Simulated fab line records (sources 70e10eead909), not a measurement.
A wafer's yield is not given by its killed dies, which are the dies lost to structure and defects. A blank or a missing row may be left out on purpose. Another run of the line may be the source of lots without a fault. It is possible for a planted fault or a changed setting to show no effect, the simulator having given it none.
Chamber matching    flow nand harc    NHARC_P_ZERO_WELL_DESCUM_39 on rie diel-11: 4 sister chambers
The step chemistry O2, time 3 s. 4 wafers are shown with their chamber, then 7 later ones without.

## WAFERS, EACH WITH ITS CHAMBER
wafer   chamber  drypump motor current A (A)
L500.2  3        6.6
L500.4  2        6.5
L507.1  1        5.8
L507.3  0        4.9

## WAFERS WITH NO CHAMBER GIVEN
wafer   drypump motor current A (A)
L507.6  4.9
L509.2  4.9
L509.4  5.8
L509.5  4.9
L512.1  5.8
L512.2  4.8
L512.6  4.9

## WHICH CHAMBER EACH WENT THROUGH
wafer   from the rows above  in truth
L507.6  0                    0
L509.2  0                    0
L509.4  1                    1
L509.5  0                    0
L512.1  1                    1
L512.2  0                    0
L512.6  0                    0
Correct placement for 7 of the 7. Number that these rows cannot place: 0. Number placed wrongly: 0.
How it was worked out, from the rows above alone: a wafer's distance from a chamber is the root of the sum, over the readings, of the square of ((its reading less the chamber's mean) divided by the reading's scatter). The wafer belongs to the nearest chamber; if the next one is less than 2 further off, it can't be placed. A chamber's mean is the mean of its shown wafers. The scatter: with one shown wafer a chamber, the root of the mean of the squares of how far each hidden wafer lies from its nearest shown one.
